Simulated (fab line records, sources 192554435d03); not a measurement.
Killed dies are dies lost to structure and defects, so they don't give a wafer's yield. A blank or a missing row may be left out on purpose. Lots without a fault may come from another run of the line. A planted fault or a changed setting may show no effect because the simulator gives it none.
fab line records | flow n5_finfet
record lots=6 wafers=16 last_day=17
route steps=1938 shown FIN_CUT@161 BEOL_M4@1111
lots that met no fault: from a run of the same line without faults
start_h: hours from the record's first day to the start of the lot's first wafer shown | wait_h: hours since the lot's step before | " the same as in the row above | L1.1+2: a row that stands for several wafers | - no value, or no start given | * or withheld: withheld | < > ~ a bound
route shown NAME@n: a module of which the file shows steps, and the number in the route of the first | usual: mean/standard deviation of fault-free wafers | same: alike in all rows | chamber/n: place in a boat | sites: the reading at each site | _std_site: their standard deviation | _edge_site: outer sites' mean less inner sites' | radius_mm: how far each site lies from the wafer's centre | mask NAME#n: copy n | behind: the tool/chamber that last shaped the wafer | hold: why the lot was held/for how many hours/how that ended | device: the transistor (n, p or np) that didn't switch | end of line: the same wafers' tests at the end of the route | a step without rows: its recipe alone | killed: dies lost to structure and defects at the first sort, not the wafer's yield | map: a wafer's dies, x killed, . not, _ none there
set.NAME: the setting as run; set.NAME@STEP: as run at that earlier step | model.NAME: the simulator's own value behind a step, which no gauge read
lots at some steps of the route; a table a step, a row a wafer
services: from which hour (start_h, from the record's first day; less than 0 if before it) a tool's chamber was out of use, for how many hours, and why
## steps
# step N5_FIN_CUT_PEB_06
# recipe peb_temp_c=100 peb_time_s=60 resist=CAR-EUV
# step N5_FIN_CUT_DEVELOP_07
# recipe develop_time_s=30 developer=TMAH resist=CAR-EUV rinse_liquid=surfactant_rinse dry=air_spin dev_temp_c=23
# step N5_FIN_CUT_CD_MEAS_08
# recipe target_cd_nm=29.1 landing_energy_ev=500 detector=se_inlens polarity=opening
# usual cd_nm=29.11/0.21
# columns lot.wafer tool chamber start_h wait_h cd_nm
L278.2 cd_sem-02 0 51.81 - 28.89
L278.5 " 0 " " 29.09
L278.6 " 0 " " 29.05
L282.1 cd_sem-01 0 75.39 - 29.37
L282.3 " 0 " " 29.39
L282.6 " 0 " " 29.28
L284.1 cd_sem-01 0 86.98 - 29.33
L284.5 " 0 " " 28.92
L284.6 " 0 " " 29.52
L287.1 cd_sem-03 0 105.02 - 29.20
L287.3 " 0 " " 28.93
L287.6 " 0 " " 29.22
L292.1 cd_sem-01 0 134.76 - 29.31
L292.4 " 0 " " 29.52
L295.1 cd_sem-01 0 154.64 - 29.26
L295.4 " 0 " " 29.07
# step N5_FIN_CUT_OVL_MEAS_09
# recipe points_per_wafer=522
# usual FIN_CUT_OVL=0.0/0.6
# same points_per_wafer=522
# columns lot.wafer tool chamber start_h wait_h FIN_CUT_OVL[nm]
L278.2 overlay-01 0 51.84 0.0 0.3
L278.5 " 0 " " -0.2
L278.6 " 0 " " 0.9
L282.1 overlay-01 0 75.42 0.0 1.2
L282.3 " 0 " " 0.5
L282.6 " 0 " " 0.0
L284.1 overlay-02 0 87.01 0.0 0.0
L284.5 " 0 " " 0.0
L284.6 " 0 " " 0.5
L287.1 overlay-02 0 105.05 0.0 -0.6
L287.3 " 0 " " -0.8
L287.6 " 0 " " -0.2
L292.1 overlay-01 0 134.79 0.0 -0.2
L292.4 " 0 " " -0.4
L295.1 overlay-02 0 154.67 0.0 -0.6
L295.4 " 0 " " -0.1
# step N5_FIN_CUT_INSPECT_10
# recipe mode=adi inspect_instrument=brightfield
# usual raw_defect_count=43/9.9
# columns lot.wafer tool chamber start_h wait_h raw_defect_count
L278.2 defect_inspect-02 - 51.89 0.0 45
L278.5 " - " " 47
L278.6 " - " " 33
L282.1 defect_inspect-02 - 75.48 0.1 38
L282.3 " - " " 45
L282.6 " - " " 39
L284.1 defect_inspect-02 - 87.07 0.1 22
L284.5 " - " " 34
L284.6 " - " " 45
L287.1 defect_inspect-01 - 105.11 0.1 41
L287.3 " - " " 65
L287.6 " - " " 41
L292.1 defect_inspect-02 - 134.85 0.1 38
L292.4 " - " " 34
L295.1 defect_inspect-01 - 154.73 0.1 43
L295.4 " - " " 28
# step N5_FIN_CUT_DESCUM_13
# recipe chemistry=O2 time_s=7 source_power_w=50 bias_power_w=20 pressure_mtorr=20 rf_frequency_hz=2.712e+07 temp_c=40 resist=CAR-EUV o2_flow_sccm=225
# step N5_FIN_CUT_ETCH_30
# recipe chemistry=N2/H2 target=underlayer target_depth_a=130 mask_material=CAR-EUV time_s=10.4 ion_energy_ev=200 pressure_mtorr=30 source_w=840 bias_w=150 n2_flow_sccm=200 h2_flow_sccm=200 ends=cleared
# step N5_FIN_CUT_ETCH_20
# recipe chemistry=CF4 target=SiARC target_depth_a=260 mask_material=CAR-EUV time_s=43.3 ion_energy_ev=80 pressure_mtorr=40 source_w=545 bias_w=36 Ar_flow_sccm=100 cf4_flow_sccm=100 ends=cleared
# step N5_FIN_CUT_ETCH_21
# recipe chemistry=N2/H2 target=SOC target_depth_a=2190 overetch_a=438 mask_material=SiARC temp_c=40 ion_energy_ev=100 bias_w=61 time_s=523.5 pressure_mtorr=30 source_w=850 n2_flow_sccm=200 h2_flow_sccm=200
# usual drypump_motor_current_A=5.5/0.41 oes_product_au=0.73/0.069 rf_vpp_V=240.7/1.2 run_length_s=547.0/0.32 showerhead_plenum_p_Torr=2.55/0.05 throttle_valve_pct=17.76/0.25
# columns lot.wafer tool chamber start_h wait_h drypump_motor_current_A oes_product_au rf_hours_counter_h rf_vpp_V run_length_s showerhead_plenum_p_Torr throttle_valve_pct
L278.2 rie_diel-05 0 52.02 0.0 4.9 0.67 182 240.0 547.0 2.53 17.99
L278.5 " 2 " " 5.8 0.79 - 240.3 547.0 2.58 18.01
L278.6 " 3 " " 5.4 0.74 - 240.8 547.6 2.57 17.43
L282.1 rie_diel-05 2 75.60 0.0 5.8 0.78 69 242.3 547.0 2.58 18.03
L282.3 " 1 " " 4.9 0.84 29 240.4 547.0 2.49 17.45
L282.6 " 2 " " 5.8 0.78 - 241.6 547.1 2.58 18.03
L284.1 rie_diel-05 1 87.19 0.0 5.0 0.84 32 239.2 546.8 2.49 17.46
L284.5 " 0 " " 4.9 0.66 - 240.3 547.2 2.53 18.01
L284.6 " 3 " " 5.4 0.73 - 240.8 547.1 2.56 17.48
L287.1 rie_diel-03 2 105.23 0.0 5.8 0.68 162 242.4 546.8 2.63 17.48
L287.3 " 1 " " 5.1 0.78 61 241.8 547.2 2.58 17.54
L287.6 " 1 " " 5.1 0.78 - 242.4 547.2 2.58 17.56
L292.1 rie_diel-03 2 135.02 0.0 5.8 0.66 174 241.8 546.9 2.63 17.53
L292.4 " 3 " " 5.4 0.71 - 241.8 547.2 2.55 18.08
L295.1 rie_diel-03 2 154.86 0.0 5.7 0.66 180 243.3 547.1 2.62 17.52
L295.4 " 1 " " 5.1 0.76 - 240.7 547.5 2.57 17.59
# step N5_FIN_CUT_STRIP_23
# recipe chemistry=N2/H2 temp_c=40 n2_flow_sccm=200 h2_flow_sccm=200 rf_frequency_hz=6e+07
# step N5_FIN_CUT_STRIP_31
# recipe chemistry=N2/H2 temp_c=40 n2_flow_sccm=200 h2_flow_sccm=200 rf_frequency_hz=6e+07
# step N5_FIN_CUT_STRIP_24
# recipe chemistry=CF4 resist=SiARC power_w=300 bias_power_w=75 pressure_mtorr=50 cf4_flow_sccm=150 rf_frequency_hz=6e+07
# step N5_FIN_CUT_CUT_ETCH_26
# recipe chemistry=CH3F/O2 target=SiNx target_depth_a=390 mask_material=SOC time_s=55.7 pressure_mtorr=30 source_w=395 bias_w=73 Ar_flow_sccm=150 CH3F_flow_sccm=30 O2_flow_sccm=20 ion_energy_ev=120
# usual drypump_motor_current_A=5.4/0.4 oes_ar_750_au=0.79/0.074 oes_f_703_au=0.79/0.075 oes_product_au=0.79/0.079 rf_vpp_V=297/3.3 run_length_s=79.08/0.29 showerhead_plenum_p_Torr=2.01/0.041 throttle_valve_pct=16.36/0.24
# columns lot.wafer tool chamber start_h wait_h drypump_motor_current_A oes_ar_750_au oes_f_703_au oes_product_au rf_hours_counter_h rf_vpp_V run_length_s showerhead_plenum_p_Torr throttle_valve_pct model.etch.depth_nm model.SOC_of_FIN_CUT_COAT_18.thk_nm
L278.2 rie_diel-05 0 52.36 0.0 4.9 0.72 0.73 0.72 182 294 78.71 1.99 16.62 38.33 212
L278.5 " 2 " " 5.8 0.86 0.87 0.86 - 297 79.10 2.03 16.56 39.41 211.6
L278.6 " 3 " " 5.4 0.80 0.78 0.81 - 304 79.04 2.03 16.11 38.85 211.8
L282.1 rie_diel-05 2 75.95 0.0 5.9 0.84 0.86 0.85 70 296 79.09 2.03 16.59 39.5 211.2
L282.3 " 1 " " 4.9 0.91 0.91 0.92 29 301 78.79 1.96 16.06 39.5 210.4
L282.6 " 2 " " 5.8 0.85 0.85 0.85 - 297 79.57 2.03 16.58 39.1 210.2
L284.1 rie_diel-05 1 87.54 0.0 4.9 0.90 0.89 0.90 32 299 79.22 1.96 16.06 39.17 212
L284.5 " 0 " " 4.9 0.72 0.72 0.72 - 294 78.91 1.99 16.62 38.42 212.2
L284.6 " 3 " " 5.4 0.79 0.77 0.79 - 304 79.40 2.02 16.11 38.25 212
L287.1 rie_diel-03 2 105.58 0.0 5.7 0.73 0.73 0.72 163 299 79.32 2.08 16.14 38.02 212.4
L287.3 " 1 " " 5.1 0.85 0.84 0.83 61 299 79.06 2.03 16.12 38.71 212.6
L287.6 " 1 " " 5.2 0.85 0.84 0.84 - 300 79.35 2.03 16.13 38.53 212.2
L292.1 rie_diel-03 2 135.36 0.0 5.7 0.72 0.72 0.71 174 300 94.15 2.08 16.15 48.55 206.8
L292.4 " 3 " " 5.4 0.77 0.78 0.76 - 293 78.77 2.00 16.60 38.98 211.8
L295.1 rie_diel-03 2 155.20 0.0 5.7 0.72 0.71 0.71 180 298 93.92 2.07 16.17 48.41 207.2
L295.4 " 1 " " 5.2 0.82 0.82 0.82 - 299 79.53 2.03 16.17 38.93 211.8
# step N5_FIN_CUT_CUT_ETCH_27
# recipe chemistry=CHF3/O2 target=SiO2 target_depth_a=40 mask_material=SOC overetch_a=20 time_s=4.9 pressure_mtorr=30 source_w=650 bias_w=170 Ar_flow_sccm=200 CHF3_flow_sccm=50 O2_flow_sccm=5 ion_energy_ev=200
# usual drypump_motor_current_A=5.4/0.41 oes_ar_750_au=0.79/0.075 oes_f_703_au=0.79/0.076 oes_product_au=0.62/0.059 rf_vpp_V=524/5.6 showerhead_plenum_p_Torr=2.42/0.047 throttle_valve_pct=18.82/0.24
# columns lot.wafer tool chamber start_h wait_h drypump_motor_current_A oes_ar_750_au oes_f_703_au oes_product_au rf_hours_counter_h rf_vpp_V showerhead_plenum_p_Torr throttle_valve_pct
L278.2 rie_diel-05 0 52.41 0.0 4.9 0.72 0.73 0.58 182 517 2.40 19.06
L278.5 " 2 " " 5.8 0.86 0.86 0.67 - 522 2.44 19.06
L278.6 " 3 " " 5.4 0.80 0.79 0.63 - 537 2.44 18.57
L282.1 rie_diel-05 2 75.99 0.0 5.8 0.85 0.85 0.68 70 523 2.44 19.07
L282.3 " 1 " " 4.9 0.91 0.90 0.72 29 529 2.36 18.53
L282.6 " 2 " " 5.9 0.84 0.85 0.66 - 521 2.44 19.07
L284.1 rie_diel-05 1 87.58 0.0 4.9 0.90 0.90 0.72 32 528 2.36 18.53
L284.5 " 0 " " 4.9 0.71 0.72 0.57 - 518 2.40 19.06
L284.6 " 3 " " 5.4 0.79 0.78 0.63 - 537 2.44 18.57
L287.1 rie_diel-03 2 105.62 0.0 5.8 0.73 0.73 0.57 163 526 2.50 18.59
L287.3 " 1 " " 5.1 0.85 0.84 0.67 61 527 2.45 18.62
L287.6 " 1 " " 5.1 0.85 0.84 0.66 - 529 2.45 18.61
L292.1 rie_diel-03 2 135.41 0.0 5.8 0.72 0.72 0.57 174 528 2.50 18.59
L292.4 " 3 " " 5.4 0.77 0.77 0.60 - 519 2.42 19.10
L295.1 rie_diel-03 2 155.25 0.0 5.8 0.71 0.71 0.56 180 527 2.50 18.62
L295.4 " 1 " " 5.1 0.82 0.82 0.66 - 528 2.44 18.64
# step N5_FIN_CUT_PRECLEAN_35
# recipe time_s=13.3 temp_c=45 pressure_torr=125 p_hf_torr=3 p_coreactant_torr=25 chemistry=vHF
# usual drypump_motor_current_A=5.78/0.21
# columns lot.wafer tool chamber start_h wait_h drypump_motor_current_A
L278.2 vapor_etch-02 0 52.48 0.0 5.74
L278.5 " 1 " " 5.74
L278.6 " 0 " " 5.75
L282.1 vapor_etch-01 0 76.23 0.2 5.54
L282.3 " 1 " " 6.12
L282.6 " 1 " " 6.11
L284.1 vapor_etch-01 0 87.65 0.0 5.55
L284.5 " 1 " " 6.10
L284.6 " 0 " " 5.56
L287.1 vapor_etch-02 1 105.69 0.0 5.72
L287.3 " 0 " " 5.74
L287.6 " 1 " " 5.72
L292.1 vapor_etch-01 1 135.47 0.0 6.10
L292.4 " 1 " " 6.12
L295.1 vapor_etch-02 0 155.31 0.0 5.73
L295.4 " 0 " " 5.74
# step N5_FIN_CUT_CUT_ETCH_15
# recipe chemistry=HBr/Cl2/O2 target=Si target_depth_a=1000 bt_time_s=10 mask_material=SOC time_s=42.4 ion_energy_ev=* bias_w=* pressure_mtorr=10 icp_w=800 HBr_flow_sccm=150 Cl2_flow_sccm=80 O2_flow_sccm=12
# usual drypump_motor_current_A=5.87/0.27 oes_product_au=0.995/0.013 throttle_valve_pct=37.1/0.35
# columns lot.wafer tool chamber start_h wait_h drypump_motor_current_A oes_product_au rf_hours_counter_h throttle_valve_pct
L278.2 rie_si-03 0 52.56 0.1 5.84 0.992 87 36.8
L278.5 " 3 " " 5.76 0.991 - 36.7
L278.6 " 2 " " 6.29 0.999 - 36.9
L282.1 rie_si-03 0 76.31 0.1 5.85 0.983 87 36.8
L282.3 " 3 " " 5.72 0.992 81 36.7
L282.6 " 0 " " 5.86 0.989 - 36.8
L284.1 rie_si-04 2 87.73 0.1 5.22 0.991 190 37.2
L284.5 " 1 " " 6.52 0.995 - 37.2
L284.6 " 0 " " 5.75 0.979 - 37.8
L287.1 rie_si-04 3 105.77 0.1 5.97 0.992 170 37.7
L287.3 " 2 " " 5.21 0.987 190 37.2
L287.6 " 0 " " 5.83 0.968 - 37.8
L292.1 rie_si-03 0 135.55 0.1 5.86 0.982 88 36.8
L292.4 " 2 " " 6.27 0.996 67 36.9
L295.1 rie_si-05 0 155.40 0.1 6.02 1.026 7 37.0
L295.4 " 3 " " 5.75 1.007 88 37.1
# step N5_FIN_CUT_CUT_ETCH_28
# recipe chemistry=HBr/Cl2/O2 target=Si target_depth_a=60 mask_material=SOC time_s=2.4 ion_energy_ev=* bias_w=* pressure_mtorr=10 icp_w=800 HBr_flow_sccm=150 Cl2_flow_sccm=80 O2_flow_sccm=12
# usual drypump_motor_current_A=5.87/0.27 oes_product_au=0.996/0.014 throttle_valve_pct=37.1/0.35
# columns lot.wafer tool chamber start_h wait_h drypump_motor_current_A oes_product_au rf_hours_counter_h throttle_valve_pct model.SOC_of_FIN_CUT_COAT_18.thk_nm
L278.2 rie_si-03 0 52.61 0.0 5.87 0.983 87 36.8 169.4
L278.5 " 3 " " 5.71 1.002 - 36.7 167.8
L278.6 " 2 " " 6.28 1.008 - 36.9 168.4
L282.1 rie_si-03 0 76.36 0.0 5.86 0.983 87 36.8 168.2
L282.3 " 3 " " 5.74 1.002 81 36.7 166.6
L282.6 " 0 " " 5.84 0.989 - 36.8 167.4
L284.1 rie_si-04 2 87.79 0.0 5.23 0.998 190 37.2 168.4
L284.5 " 1 " " 6.52 0.987 - 37.2 169
L284.6 " 0 " " 5.76 0.978 - 37.8 169
L287.1 rie_si-04 3 105.83 0.0 5.95 0.992 170 37.7 169.6
L287.3 " 2 " " 5.22 0.989 190 37.2 168.6
L287.6 " 0 " " 5.84 0.985 - 37.8 169.2
L292.1 rie_si-03 0 135.61 0.0 5.86 0.988 88 36.8 164.2
L292.4 " 2 " " 6.30 0.999 67 36.9 168.4
L295.1 rie_si-05 0 155.45 0.0 6.02 1.036 7 37.0 164.2
L295.4 " 3 " " 5.79 1.006 88 37.1 168.2
# step N5_FIN_CUT_STRIP_22
# recipe chemistry=N2/H2 power_w=500 temp_c=40 pressure_mtorr=50 rf_frequency_hz=6e+07 overash_fraction=0.3 bias_power_w=8 h2_frac=0.5 n2_flow_sccm=300 h2_flow_sccm=300
# usual drypump_motor_current_A=5.5/0.4 oes_product_au=0.78/0.074 rf_vpp_V=54.1/2.2 showerhead_plenum_p_Torr=3.35/0.069 throttle_valve_pct=18.87/0.27
# columns lot.wafer tool chamber start_h wait_h drypump_motor_current_A oes_product_au rf_hours_counter_h rf_vpp_V showerhead_plenum_p_Torr throttle_valve_pct
L278.2 rie_diel-05 1 52.72 0.1 4.9 0.94 23 53.9 3.29 18.44
L278.5 " 2 " " 5.8 0.84 - 53.5 3.40 19.07
L278.6 " 1 " " 5.0 0.90 - 54.6 3.29 18.42
L282.1 rie_diel-05 2 76.43 0.0 5.9 0.84 70 52.4 3.40 19.04
L282.3 " 1 " " 5.0 0.88 29 53.2 3.29 18.44
L282.6 " 3 " " 5.4 0.80 - 54.9 3.38 18.47
L284.1 rie_diel-06 0 87.93 0.1 5.4 0.76 173 54.3 3.35 19.11
L284.5 " 0 " " 5.4 0.75 - 55.8 3.35 19.10
L284.6 " 3 " " 5.2 0.71 - 57.0 3.31 18.96
L287.1 rie_diel-06 1 105.93 0.1 5.7 0.70 236 54.1 3.17 19.20
L287.3 " 0 " " 5.4 0.74 179 55.7 3.34 19.14
L287.6 " 1 " " 5.7 0.69 - 55.8 3.17 19.17
L292.1 rie_diel-05 1 135.68 0.1 5.0 0.89 46 52.2 3.28 18.47
L292.4 " 0 " " 4.9 0.68 206 55.2 3.33 19.09
L295.1 rie_diel-03 0 155.52 0.0 6.3 0.94 6 52.7 3.30 18.57
L295.4 " 0 " " 6.2 0.95 - 54.9 3.30 18.57
# step N5_BEOL_M4_RC_MEAS_101
# usual DIBL_N=36.2/1.2 DIBL_P=36.3/1.3 IOFF_N=0.155/0.019 IOFF_P=0.210/0.029 ION_N=677/8.6 ION_P=465/6.8 SS_N=71.4/0.48 SS_P=73.2/0.53 VT_N=249.9/2.4 VT_P=-250/3.2
# columns lot.wafer tool chamber start_h wait_h DIBL_N[mV/V] DIBL_P[mV/V] IOFF_N[nA/um] IOFF_P[nA/um] ION_N[uA/um] ION_P[uA/um] SS_N[mV/dec] SS_P[mV/dec] VT_N[mV] VT_P[mV]
L278.2 prober-02 0 200.03 0.2 38.0 38.4 0.185 0.254 685 472 71.4 72.6 246.1 -247
L278.5 " 0 " " 37.1 38.0 0.169 0.241 667 463 72.7 73.4 250.9 -249
L278.6 " 0 " " 37.2 37.1 0.164 0.226 669 467 71.2 73.3 249.6 -247
L282.1 prober-02 0 233.22 0.0 36.7 36.5 0.170 0.264 670 465 72.4 73.8 245.2 -243
L282.3 " 0 " " 34.9 33.8 0.143 0.213 677 466 70.8 73.2 250.1 -249
L282.6 " 0 " " 35.1 34.1 0.148 0.218 676 469 71.9 72.7 249.4 -246
L284.1 prober-01 0 244.92 0.0 39.0 38.6 0.199 0.271 688 471 72.1 73.6 247.0 -243
L284.5 " 0 " " 35.3 34.6 0.131 0.211 679 472 71.0 72.2 253.8 -247
L284.6 " 0 " " 35.7 35.3 0.140 0.217 674 466 71.4 72.3 250.8 -247
L287.1 prober-01 0 268.04 0.0 37.6 37.0 0.171 0.230 692 474 71.4 73.7 246.2 -246
L287.3 " 0 " " 37.6 36.6 0.167 0.227 694 476 71.3 73.4 246.9 -247
L287.6 " 0 " " 36.6 35.2 0.147 0.206 686 472 71.2 72.7 247.4 -248
L292.1 prober-02 0 282.57 0.0 36.9 37.8 0.164 0.219 684 464 71.5 73.7 249.1 -249
L292.4 " 0 " " 35.5 35.9 0.133 0.198 669 461 71.0 74.0 252.9 -251
L295.1 prober-02 0 308.00 0.0 36.2 34.6 0.127 0.179 657 455 71.8 72.6 254.6 -251
L295.4 " 0 " " 38.5 38.3 0.184 0.237 684 466 72.1 73.5 246.3 -250
## services
# columns tool chamber start_h hours kind
rie_diel-06 1 45.23 9.4 repair
rie_si-03 1 52.42 2.1 repair
rie_diel-05 - 53.95 0.3 repair
vapor_etch-02 - 87.54 0.3 repair
rie_si-04 1 94.80 - clean
rie_si-04 1 94.80 22.4 scheduled_down
rie_si-04 1 94.80 22.4 vent_cycle
vapor_etch-01 - 98.38 0.1 repair
rie_si-03 - 106.36 0.2 repair
rie_si-05 - 108.66 0.3 repair
rie_si-05 3 108.97 2.1 repair
rie_diel-03 0 109.73 - clean
rie_diel-03 0 109.73 - consumable_replace:focus_ring
rie_diel-03 0 109.73 26.8 scheduled_down
rie_diel-03 0 109.73 26.8 vent_cycle
rie_si-05 - 111.27 14.6 pm
rie_si-04 0 143.64 3.5 repair
vapor_etch-01 - 144.17 28.1 pm
rie_diel-06 1 144.27 14.9 repair
rie_diel-03 3 152.15 13.5 repair
## key
first_sign step=N5_FIN_CUT_CUT_ETCH_26 reading=run_length_s direction=up sigmas=52 usual=* struck=*
effect none on later readings
model_effect step=N5_FIN_CUT_CUT_ETCH_26 value=etch.depth_nm without=38.21 struck=48.48
model_effect step=N5_FIN_CUT_CUT_ETCH_28 value=SOC_of_FIN_CUT_COAT_18.thk_nm without=169.1 struck=164.2
met_at N5_FIN_CUT_CUT_ETCH_26
struck_wafers L292.1,L295.1
onset_between 105.58 135.36
fault kind=process_parameter_drift tool=rie_diel-03 chamber=- onset_h=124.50 steps=N5_FIN_CUT_CUT_ETCH_26 channel=time_s offset=* shape=step end_h=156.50 scope=struck_wafers_only acts_in=* stated=*
